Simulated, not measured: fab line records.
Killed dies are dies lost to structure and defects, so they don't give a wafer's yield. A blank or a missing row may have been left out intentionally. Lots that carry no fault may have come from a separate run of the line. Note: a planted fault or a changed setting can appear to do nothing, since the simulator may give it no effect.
Matching of chambers + flow n5-finfet + 4 sister chambers for N5_GATE_CUT_CMP_02 on cmp-02
The step polishes, stops on SiO2, t overpolish 12.7 s, target thk 0 nm. 8 wafers are shown with their chamber, then 7 later ones without.

## WAFERS WITH THEIR CHAMBER
| wafer  | chamber | motor-current-A (A) | time-to-endpoint-s (s) |
|--------|---------|---------------------|------------------------|
| L077.5 | 1       | 10.2                | 33                     |
| L080.5 | 0       | 10.7                | 29                     |
| L089.2 | 3       | 9.1                 | 20                     |
| L089.4 | 1       | 9.6                 | 32                     |
| L091.3 | 3       | 8.3                 | 22                     |
| L091.6 | 2       | 10.0                | 23                     |
| L096.2 | 0       | 10.7                | 24                     |
| L096.3 | 2       | 10.5                | 24                     |

## WAFERS MISSING THEIR CHAMBER
| wafer  | motor-current-A (A) | time-to-endpoint-s (s) |
|--------|---------------------|------------------------|
| L096.5 | 8.8                 | 22                     |
| L097.1 | 10.1                | 31                     |
| L097.2 | 10.2                | 27                     |
| L097.3 | 8.5                 | 25                     |
| L097.4 | 10.7                | 29                     |
| L097.5 | 8.6                 | 24                     |
| L097.6 | 10.6                | 28                     |

## EACH ONE'S CHAMBER
| wafer  | from the rows above          | in truth |
|--------|------------------------------|----------|
| L096.5 | 3                            | 3        |
| L097.1 | can't be placed: 1 or 0      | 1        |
| L097.2 | can't be placed: 0 or 2 or 1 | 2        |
| L097.3 | 3                            | 3        |
| L097.4 | can't be placed: 0 or 1 or 2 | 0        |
| L097.5 | 3                            | 3        |
| L097.6 | can't be placed: 0 or 2      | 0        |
Correct placement for 3 of the 7. Cannot be placed on the basis of these rows: 4; the candidates contain the true chamber in 4. Wrongly placed: 0.
How it was worked out, from the rows above alone: a wafer's distance from a chamber is the root of the sum, over the readings, of the square of ((its reading less the chamber's mean) divided by the reading's scatter). The wafer belongs to the nearest chamber; if the next one is less than 2 further off, it can't be placed. A chamber's mean is the mean of its shown wafers. The scatter is the square root of a quotient: the sum, over the shown wafers, of each reading's squared deviation from its chamber's mean, divided by wafers minus chambers.
